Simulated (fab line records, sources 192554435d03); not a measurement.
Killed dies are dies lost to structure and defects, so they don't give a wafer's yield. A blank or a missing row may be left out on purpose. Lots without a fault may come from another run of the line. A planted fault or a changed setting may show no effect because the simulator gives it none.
fab line records | flow n5_finfet
record lots=7 wafers=21
route steps=1938 shown BEOL_M9@1446 BEOL_M11@1546 BEOL_M12@1602
start_h: hours from the record's first day to the start of the lot's first wafer shown | wait_h: hours since the lot's step before | " the same as in the row above | L1.1+2: a row that stands for several wafers | - no value, or no start given | * or withheld: withheld | < > ~ a bound
route shown NAME@n: a module of which the file shows steps, and the number in the route of the first | usual: mean/standard deviation of fault-free wafers | same: alike in all rows | chamber/n: place in a boat | sites: the reading at each site | _std_site: their standard deviation | _edge_site: outer sites' mean less inner sites' | radius_mm: how far each site lies from the wafer's centre | mask NAME#n: copy n | behind: the tool/chamber that last shaped the wafer | hold: why the lot was held/for how many hours/how that ended | device: the transistor (n, p or np) that didn't switch | end of line: the same wafers' tests at the end of the route | a step without rows: its recipe alone | killed: dies lost to structure and defects at the first sort, not the wafer's yield | map: a wafer's dies, x killed, . not, _ none there
set.NAME: the setting as run; set.NAME@STEP: as run at that earlier step | model.NAME: the simulator's own value behind a step, which no gauge read
lots whose settings were changed on purpose; a table a step, a row a wafer
## steps
# step N5_BEOL_M9_TRENCH_ETCH_37
# recipe chemistry=C4F6/O2 target_depth_a=1514.3 target=SiCOH_lowk time_s=49 ion_energy_ev=250 pressure_mtorr=30 source_w=345 bias_w=185 Ar_flow_sccm=300 C4F6_flow_sccm=10 O2_flow_sccm=10
# usual rf_vpp_V=664/15
# columns lot.wafer tool chamber start_h wait_h set.bias_w rf_vpp_V
L077.1 rie_diel-02 1 - - 185 672
L077.5 " 0 " " 161.9 610
L077.6 " 3 " " 161.9 590
L079.1 rie_diel-06 1 - - 185 674
L079.3 " 0 " " 185 653
L079.4 " 3 " " 185 672
L082.1 rie_diel-01 2 - - 185 678
L082.3 " 1 " " 185 666
L082.6 " 1 " " 185 665
L083.1 rie_diel-02 3 - - 167.4 608
L083.4 " 2 " " 185 689
L083.5 " 1 " " 167.4 622
L086.1 rie_diel-01 3 - - 185 661
L086.2 " 1 " " 197.2 699
L086.3 " 0 " " 185 640
L091.1 rie_diel-01 0 - - 185 639
L091.2 " 2 " " 185 679
L091.5 " 3 " " 185 659
L095.3 rie_diel-06 0 - - 200.4 696
L095.4 " 3 " " 200.4 715
L095.5 " 1 " " 185 674
# step N5_BEOL_M9_ETCH_41
# recipe chemistry=CH3F/O2 target=SiCN target_depth_a=366 taper_deg=2 time_s=70.1 ion_energy_ev=120 mask_material=TiN pressure_mtorr=30 source_w=395 bias_w=75 Ar_flow_sccm=150 CH3F_flow_sccm=30 O2_flow_sccm=20
# step N5_BEOL_M9_STRIP_80
# recipe chemistry=N2/H2 time_s=10 power_w=450 temp_c=40 pressure_mtorr=20 rf_frequency_hz=6e+07 bias_power_w=7 n2_flow_sccm=200 h2_flow_sccm=200
# step N5_BEOL_M9_PRECLEAN_42
# recipe chemistry=residue_remover time_s=60 temp_c=40
# step N5_BEOL_M9_SRD_43
# recipe time_s=30 temp_c=23 rinse_liquid=diw dry=ipa_marangoni
# step N5_BEOL_M9_CD_MEAS_35
# recipe target_cd_nm=70 target_cd_y_nm=40 polarity=opening
# usual cd_nm=69.8/0.69
# columns lot.wafer tool chamber start_h wait_h set.dose_mj@BEOL_M9_EXPOSE_08 cd_nm
L077.1 cd_sem-03 - 220.33 0.0 54.99 70.2
L077.5 " - " " 54.99 70.3
L077.6 " - " " 53.75 69.1
L079.1 cd_sem-03 - 238.13 0.0 53.75 69.5
L079.3 " - " " 53.75 69.5
L079.4 " - " " 53.75 68.4
L082.1 cd_sem-01 - 264.41 0.0 53.75 70.4
L082.3 " - " " 56.79 74.1
L082.6 " - " " 56.79 74.3
L083.1 cd_sem-01 - 264.53 0.0 53.75 69.6
L083.4 " - " " 56.65 72.9
L083.5 " - " " 56.65 71.7
L086.1 cd_sem-01 - 296.03 0.0 50.74 65.8
L086.2 " - " " 53.75 69.2
L086.3 " - " " 53.75 68.8
L091.1 cd_sem-01 - 325.72 0.0 53.75 69.8
L091.2 " - " " 53.75 70.7
L091.5 " - " " 51.02 67.4
L095.3 cd_sem-01 - 354.68 0.0 52.64 69.1
L095.4 " - " " 52.64 68.7
L095.5 " - " " 53.75 70.1
# step N5_BEOL_M11_EXPOSE_08
# recipe mask_id=M11 na=1.35 source_shape=dipole sigma_inner=0.411 sigma_outer=0.611 polarization=te dose_mj=53.75
# columns lot.wafer tool chamber start_h wait_h mask set.dose_mj
L077.1 arfi_scanner-02 0 232.31 - M11#0 53.75
L077.5+6 " 0 " " M11#0 57.63
L079.1+3+4 arfi_scanner-02 0 261.04 - M11#0 53.75
L083.1+5 arfi_scanner-01 0 278.41 - M11#0 53.75
L083.4 " 0 " " M11#0 51.93
L082.1+3 arfi_scanner-03 0 278.62 - M11#0 50.64
L082.6 " 0 " " M11#0 53.75
L086.1+2+3 arfi_scanner-02 0 307.27 - M11#0 53.75
L091.1+2+5 arfi_scanner-03 0 337.61 - M11#0 53.75
L095.3+4+5 arfi_scanner-03 0 368.96 - M11#0 53.75
# step N5_BEOL_M11_PEB_09
# recipe peb_temp_c=withheld peb_time_s=60 resist=CAR-ArF
# step N5_BEOL_M11_DEVELOP_10
# recipe develop_time_s=30 developer=TMAH resist=CAR-ArF rinse_liquid=diw dry=air_spin dev_temp_c=23
# step N5_BEOL_M11_CD_MEAS_11
# recipe target_cd_nm=64.1 landing_energy_ev=500 detector=se_inlens polarity=opening
# usual cd_nm=64.4/0.58
# columns lot.wafer tool chamber start_h wait_h set.dose_mj@BEOL_M11_EXPOSE_08 cd_nm
L077.1 cd_sem-01 0 232.43 - 53.75 63.0
L077.5 " 0 " " 57.63 67.4
L077.6 " 0 " " 57.63 66.8
L079.1 cd_sem-01 0 261.17 - 53.75 63.3
L079.3 " 0 " " 53.75 64.0
L079.4 " 0 " " 53.75 64.0
L083.1 cd_sem-03 0 278.54 - 53.75 64.0
L083.4 " 0 " " 51.93 61.8
L083.5 " 0 " " 53.75 64.1
L082.1 cd_sem-01 0 278.75 - 50.64 61.4
L082.3 " 0 " " 50.64 61.0
L082.6 " 0 " " 53.75 64.0
L086.1 cd_sem-02 0 307.39 - 53.75 64.9
L086.2 " 0 " " 53.75 65.1
L086.3 " 0 " " 53.75 65.1
L091.1 cd_sem-03 0 337.74 - 53.75 65.3
L091.2 " 0 " " 53.75 64.7
L091.5 " 0 " " 53.75 64.5
L095.3 cd_sem-02 0 369.07 - 53.75 63.5
L095.4 " 0 " " 53.75 63.9
L095.5 " 0 " " 53.75 63.5
# step N5_BEOL_M11_DESCUM_16
# recipe chemistry=O2 time_s=7.9 source_power_w=50 bias_power_w=20 pressure_mtorr=20 rf_frequency_hz=2.712e+07 temp_c=40 resist=CAR-ArF o2_flow_sccm=225
# step N5_BEOL_M11_ETCH_61
# recipe chemistry=CF4 target=SiARC target_depth_a=390 mask_material=CAR-ArF time_s=65 ion_energy_ev=80 pressure_mtorr=40 source_w=545 bias_w=36 Ar_flow_sccm=100 cf4_flow_sccm=100 ends=cleared
# columns lot.wafer tool chamber start_h wait_h set.dose_mj@BEOL_M11_EXPOSE_08 model.BEOL_M11.cd_offset_nm
L077.1 rie_diel-01 1 232.56 0.0 53.75 -1
L077.5 " 2 " " 57.63 3
L077.6 " 3 " " 57.63 2.8
L079.1+3 rie_diel-02 0,2 261.65 0.0 53.75 -0.2
L079.4 " 1 " " 53.75 0
L083.1+5 rie_diel-02 0,1 278.66 0.0 53.75 0
L083.4 " 3 " " 51.93 -2.2
L082.1+3 rie_diel-01 2,0 278.87 0.0 50.64 -2.8
L082.6 " 3 " " 53.75 0
L086.1 rie_diel-01 0 307.58 0.0 53.75 1.2
L086.2 " 2 " " 53.75 0.8
L086.3 " 1 " " 53.75 1
L091.1 rie_diel-06 0 337.86 0.0 53.75 1.2
L091.2 " 2 " " 53.75 0.8
L091.5 " 2 " " 53.75 0.6
L095.3 rie_diel-06 1 369.22 0.0 53.75 -0.6
L095.4 " 3 " " 53.75 0
L095.5 " 3 " " 53.75 -0.2
# step N5_BEOL_M11_ETCH_62
# recipe chemistry=N2/H2 target=SOC target_depth_a=1100 overetch_a=220 mask_material=SiARC temp_c=40 time_s=165 ion_energy_ev=200 pressure_mtorr=30 source_w=840 bias_w=150 n2_flow_sccm=200 h2_flow_sccm=200
# columns lot.wafer tool chamber start_h wait_h set.time_s set.dose_mj@BEOL_M11_EXPOSE_08 model.SiARC_of_BEOL_M11_COAT_60.thk_nm model.BEOL_M11.cd_offset_nm
L077.1 rie_diel-01 1 232.61 0.0 165 53.75 23.4 -1.2
L077.5 " 2 " " 165 57.63 23.4 3
L077.6 " 3 " " 165 57.63 23.8 2.8
L079.1+4 rie_diel-02 0,1 261.70 0.0 165 53.75 23.4 0
L079.3 " 2 " " 165 53.75 23.6 -0.2
L083.1 rie_diel-02 0 278.71 0.0 165 53.75 23.2 0.2
L083.4 " 3 " " 165 51.93 23.6 -2
L083.5 " 1 " " 181.4 53.75 22.6 0.2
L082.1 rie_diel-01 2 278.92 0.0 165 50.64 23.2 -2.2
L082.3 " 0 " " 128.5 50.64 25.2 -3.4
L082.6 " 3 " " 128.5 53.75 25.2 -0.8
L086.1 rie_diel-01 0 307.63 0.0 165 53.75 23.8 1.6
L086.2 " 2 " " 147.1 53.75 24 0.6
L086.3 " 1 " " 147.1 53.75 24.2 0.8
L091.1 rie_diel-06 0 337.91 0.0 135.8 53.75 24.6 0.8
L091.2+5 " 2 " " 165 53.75 23.6 1
L095.3 rie_diel-06 1 369.27 0.0 165 53.75 23.6 -0.4
L095.4 " 3 " " 141.4 53.75 24.6 -0.8
L095.5 " 3 " " 141.4 53.75 24.8 -1
# step N5_BEOL_M11_STRIP_68
# recipe chemistry=N2/H2 temp_c=40 n2_flow_sccm=200 h2_flow_sccm=200 rf_frequency_hz=6e+07
# step N5_BEOL_M11_STRIP_67
# recipe chemistry=CF4 resist=SiARC power_w=300 bias_power_w=75 pressure_mtorr=50 cf4_flow_sccm=150 rf_frequency_hz=6e+07
# step N5_BEOL_M11_HM_OPEN_17
# recipe chemistry=Cl2/BCl3 target_depth_a=200 overetch_a=60 target=TiN mask_material=SOC ion_energy_ev=150 pressure_mtorr=10 icp_w=1000 bias_w=126 Cl2_flow_sccm=53.25 bcl3_flow_sccm=21.75 Ar_flow_sccm=25
# step N5_BEOL_M11_STRIP_19
# recipe chemistry=O2 power_w=400 temp_c=40 pressure_mtorr=30 rf_frequency_hz=6e+07 bias_power_w=0 overash_fraction=0.2 o2_flow_sccm=225
# step N5_BEOL_M11_CD_MEAS_18
# recipe pitch_nm=140 target_cd_nm=70
# usual cd_nm=70.3/0.64
# columns lot.wafer tool chamber start_h wait_h set.dose_mj@BEOL_M11_EXPOSE_08 cd_nm
L077.1 cd_sem-02 - 232.99 0.0 53.75 68.7
L077.5 " - " " 57.63 72.8
L077.6 " - " " 57.63 72.8
L079.1 cd_sem-01 - 262.11 0.0 53.75 69.5
L079.3 " - " " 53.75 69.8
L079.4 " - " " 53.75 69.8
L083.1 cd_sem-02 - 279.10 0.1 53.75 70.3
L083.4 " - " " 51.93 67.9
L083.5 " - " " 53.75 70.1
L082.1 cd_sem-01 - 279.29 0.0 50.64 67.6
L082.3 " - " " 50.64 66.0
L082.6 " - " " 53.75 69.4
L086.1 cd_sem-02 - 308.07 0.0 53.75 71.5
L086.2 " - " " 53.75 70.5
L086.3 " - " " 53.75 70.4
L091.1 cd_sem-01 - 338.28 0.0 53.75 70.7
L091.2 " - " " 53.75 71.1
L091.5 " - " " 53.75 70.9
L095.3 cd_sem-02 - 369.79 0.1 53.75 69.2
L095.4 " - " " 53.75 68.9
L095.5 " - " " 53.75 68.9
# step N5_BEOL_M11_COAT_63
# recipe resist=SOC temp_c=250 time_s=60 spin_rpm=1500 resist_thk_nm=100
# step N5_BEOL_M11_COAT_64
# recipe resist=SiARC temp_c=220 time_s=60 spin_rpm=1500 resist_thk_nm=30
# step N5_BEOL_M11_PRECLEAN_42
# recipe chemistry=residue_remover time_s=60 temp_c=40
# step N5_BEOL_M11_SRD_43
# recipe time_s=30 temp_c=23 rinse_liquid=diw dry=ipa_marangoni
# step N5_BEOL_M11_CD_MEAS_35
# recipe target_cd_nm=70 polarity=opening
# usual cd_nm=70.4/0.67
# columns lot.wafer tool chamber start_h wait_h set.dose_mj@BEOL_M11_EXPOSE_08 cd_nm
L077.1 cd_sem-03 - 234.54 0.0 53.75 68.8
L077.5 " - " " 57.63 73.0
L077.6 " - " " 57.63 72.9
L079.1 cd_sem-03 - 264.99 0.0 53.75 69.8
L079.3 " - " " 53.75 69.6
L079.4 " - " " 53.75 70.1
L083.1 cd_sem-03 - 282.20 0.0 53.75 70.0
L083.4 " - " " 51.93 67.7
L083.5 " - " " 53.75 70.2
L082.1 cd_sem-03 - 282.61 0.0 50.64 67.7
L082.3 " - " " 50.64 66.8
L082.6 " - " " 53.75 69.3
L086.1 cd_sem-02 - 312.47 0.0 53.75 71.9
L086.2 " - " " 53.75 70.8
L086.3 " - " " 53.75 70.5
L091.1 cd_sem-01 - 340.02 0.0 53.75 70.9
L091.2 " - " " 53.75 70.7
L091.5 " - " " 53.75 70.7
L095.3 cd_sem-02 - 372.25 0.0 53.75 69.7
L095.4 " - " " 53.75 69.1
L095.5 " - " " 53.75 69.0
# step N5_BEOL_M12_ILD_DEP_00
# recipe material=SiOC target_thk_a=6589.2 temp_c=350 precursor=DEMS/O2 pressure_torr=5 rf_w=500 time_s=130.7
# columns lot.wafer tool chamber start_h wait_h set.time_s model.SiOC_of_BEOL_M12_ILD_DEP_00.thk_nm
L077.1 pecvd-01 0 236.79 0.0 130.7 653
L077.5 " 1 " " 111.5 562
L077.6 " 2 " " 111.5 557.6
L079.1 pecvd-04 1 267.48 0.0 130.7 659.6
L079.3 " 2 " " 130.7 649.6
L079.4 " 0 " " 130.7 668.4
L083.1 pecvd-03 0 285.18 0.0 130.7 641
L083.4 " 1 " " 130.7 661
L083.5 " 2 " " 130.7 660.8
L082.1 pecvd-03 0 285.44 0.0 147.9 734.2
L082.3 " 1 " " 130.7 646
L082.6 " 2 " " 130.7 657.6
L086.1 pecvd-03 1 318.81 0.0 140.9 720.2
L086.2 " 2 " " 140.9 721.6
L086.3 " 0 " " 130.7 668.6
L091.1 pecvd-04 1 342.58 0.0 130.7 659
L091.2 " 0 " " 120.8 608.8
L091.5 " 1 " " 130.7 676.6
L095.3 pecvd-04 2 374.83 0.0 130.7 662
L095.4 " 0 " " 144.2 737.6
L095.5 " 2 " " 130.7 663
# step N5_BEOL_M12_THK_MEAS_01
# recipe reads=SiOC_of_BEOL_M12_ILD_DEP_00
# usual M12_ILD_THK=659/8.7
# columns lot.wafer tool chamber start_h wait_h set.time_s@BEOL_M12_ILD_DEP_00 M12_ILD_THK[nm]
L077.1 film_metro-01 - 236.92 0.1 130.7 653
L077.5 " - " " 111.5 562
L077.6 " - " " 111.5 558
L079.1 film_metro-02 - 267.61 0.1 130.7 660
L079.3 " - " " 130.7 650
L079.4 " - " " 130.7 669
L083.1 film_metro-02 - 285.32 0.1 130.7 641
L083.4 " - " " 130.7 661
L083.5 " - " " 130.7 661
L082.1 film_metro-02 - 285.57 0.1 147.9 734
L082.3 " - " " 130.7 646
L082.6 " - " " 130.7 657
L086.1 film_metro-01 - 318.94 0.1 140.9 720
L086.2 " - " " 140.9 721
L086.3 " - " " 130.7 668
L091.1 film_metro-01 - 342.71 0.1 130.7 659
L091.2 " - " " 120.8 609
L091.5 " - " " 130.7 677
L095.3 film_metro-01 - 374.97 0.1 130.7 662
L095.4 " - " " 144.2 738
L095.5 " - " " 130.7 663
# step N5_BEOL_M12_COAT_58
# recipe resist=BARC temp_c=205 time_s=60 spin_rpm=1500 resist_thk_nm=89
# step N5_BEOL_M12_COAT_04
# recipe spin_rpm=1625 resist_thk_nm=400
# step N5_BEOL_M12_DESCUM_15
# recipe chemistry=O2 time_s=7.9 source_power_w=50 bias_power_w=20 pressure_mtorr=20 rf_frequency_hz=2.712e+07 temp_c=40 o2_flow_sccm=225
# step N5_BEOL_M12_ETCH_59
# recipe chemistry=N2/H2 target=BARC target_depth_a=890 overetch_a=267 time_s=67.9 ion_energy_ev=200 pressure_mtorr=30 source_w=840 bias_w=150 n2_flow_sccm=200 h2_flow_sccm=200
# step N5_BEOL_M12_VIA_ETCH_16
# recipe chemistry=C4F8/O2/Ar target=SiOC pressure_mtorr=30 source_w=3000 bias_w=700 Ar_flow_sccm=400 C4F8_flow_sccm=15 O2_flow_sccm=8 he_inner_torr=15 he_outer_torr=30 target_depth_a=7248 time_s=withheld ion_energy_ev=250 ends=cleared
# columns lot.wafer tool chamber start_h wait_h set.time_s@BEOL_M12_ILD_DEP_00 model.etch.depth_nm model.coat_of_BEOL_M12_COAT_04.thk_nm
L077.1 rie_diel-03 3 237.40 0.0 * 653.1 127.4
L077.5 " 1 " " * 562 152
L077.6 " 0 " " * 557.7 155.8
L079.1 rie_diel-04 0 268.09 0.0 * 659.6 128.2
L079.3 " 3 " " * 649.5 127.6
L079.4 " 2 " " * 668.4 122.8
L083.1 rie_diel-04 3 286.23 0.0 * 641 131.4
L083.4 " 3 " " * 660.9 125.2
L083.5 " 1 " " * 660.8 122.2
L082.1 rie_diel-03 2 286.36 0.0 * 734.2 101.4
L082.3 " 3 " " * 646.1 128.2
L082.6 " 0 " " * 657.7 126.4
L086.1 rie_diel-03 3 319.54 0.0 * 720.1 103.2
L086.2 " 0 " " * 721.7 104.6
L086.3 " 1 " " * 668.6 114.8
L091.1 rie_diel-04 3 343.31 0.0 * 659 124.2
L091.2 " 2 " " * 608.9 135.8
L091.5 " 2 " " * 676.6 115.6
L095.3 rie_diel-05 0 375.57 0.0 * 662.1 119.8
L095.4 " 2 " " * 737.6 98.2
L095.5 " 1 " " * 662.9 121.8
# step N5_BEOL_M12_STRIP_63
# recipe chemistry=N2/H2 power_w=1000 temp_c=250 h2_frac=0.65 overash_fraction=0.3 pressure_mtorr=1000 n2_flow_sccm=1750 h2_flow_sccm=3250
# usual strip_time_to_endpoint_s=42.5/1
# columns lot.wafer tool chamber start_h wait_h set.time_s@BEOL_M12_ILD_DEP_00 strip_time_to_endpoint_s
L077.1 plasma_asher-01 1 237.60 - 130.7 43.7
L077.5 " 1 " " 111.5 50.2
L077.6 " 0 " " 111.5 51.2
L079.1 plasma_asher-02 0 268.29 - 130.7 43.9
L079.3 " 1 " " 130.7 43.7
L079.4 " 0 " " 130.7 42.4
L083.1 plasma_asher-01 0 286.43 - 130.7 44.7
L083.4 " 1 " " 130.7 43.1
L083.5 " 0 " " 130.7 42.3
L082.1 plasma_asher-02 0 286.55 - 147.9 36.6
L082.3 " 0 " " 130.7 43.9
L082.6 " 0 " " 130.7 43.4
L086.1 plasma_asher-02 0 319.83 - 140.9 37.1
L086.2 " 1 " " 140.9 37.5
L086.3 " 0 " " 130.7 40.3
L091.1 plasma_asher-02 0 343.59 - 130.7 42.8
L091.2 " 1 " " 120.8 45.9
L091.5 " 0 " " 130.7 40.5
L095.3 plasma_asher-01 1 375.79 - 130.7 41.6
L095.4 " 0 " " 144.2 35.7
L095.5 " 0 " " 130.7 42.2
## key
split step=N5_BEOL_M9_TRENCH_ETCH_37 setting=bias_w stated=185 by=wafer
response step=N5_BEOL_M9_TRENCH_ETCH_37 reading=rf_vpp_V change=+6.1 per=1% r=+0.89
split step=N5_BEOL_M11_EXPOSE_08 setting=dose_mj stated=53.75 by=wafer
response step=N5_BEOL_M11_CD_MEAS_11 reading=cd_nm change=+0.552 per=1% r=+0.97
response step=N5_BEOL_M11_ETCH_61 reading=model.BEOL_M11.cd_offset_nm change=+0.534 per=1% r=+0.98
response step=N5_BEOL_M11_ETCH_62 reading=model.BEOL_M11.cd_offset_nm change=+0.501 per=1% r=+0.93
response step=N5_BEOL_M11_CD_MEAS_18 reading=cd_nm change=+0.539 per=1% r=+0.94
response step=N5_BEOL_M11_CD_MEAS_35 reading=cd_nm change=+0.517 per=1% r=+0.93
split step=N5_BEOL_M11_ETCH_62 setting=time_s stated=165 by=wafer
response step=N5_BEOL_M11_ETCH_62 reading=model.SiARC_of_BEOL_M11_COAT_60.thk_nm change=-0.0726 per=1% r=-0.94
split step=N5_BEOL_M12_ILD_DEP_00 setting=time_s stated=130.7 by=wafer
response step=N5_BEOL_M12_ILD_DEP_00 reading=model.SiOC_of_BEOL_M12_ILD_DEP_00.thk_nm change=+6.65 per=1% r=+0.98
response step=N5_BEOL_M12_THK_MEAS_01 reading=M12_ILD_THK change=+6.65 per=1% r=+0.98
response step=N5_BEOL_M12_VIA_ETCH_16 reading=model.etch.depth_nm change=+6.65 per=1% r=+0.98
response step=N5_BEOL_M12_VIA_ETCH_16 reading=model.coat_of_BEOL_M12_COAT_04.thk_nm change=-1.9 per=1% r=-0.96
response step=N5_BEOL_M12_STRIP_63 reading=strip_time_to_endpoint_s change=* per=1% r=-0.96
split outside_this_file step=N5_BEOL_M9_EXPOSE_08 setting=dose_mj
# split outside_this_file: this setting was split too, and the file shows its column; the key of that split is in another file
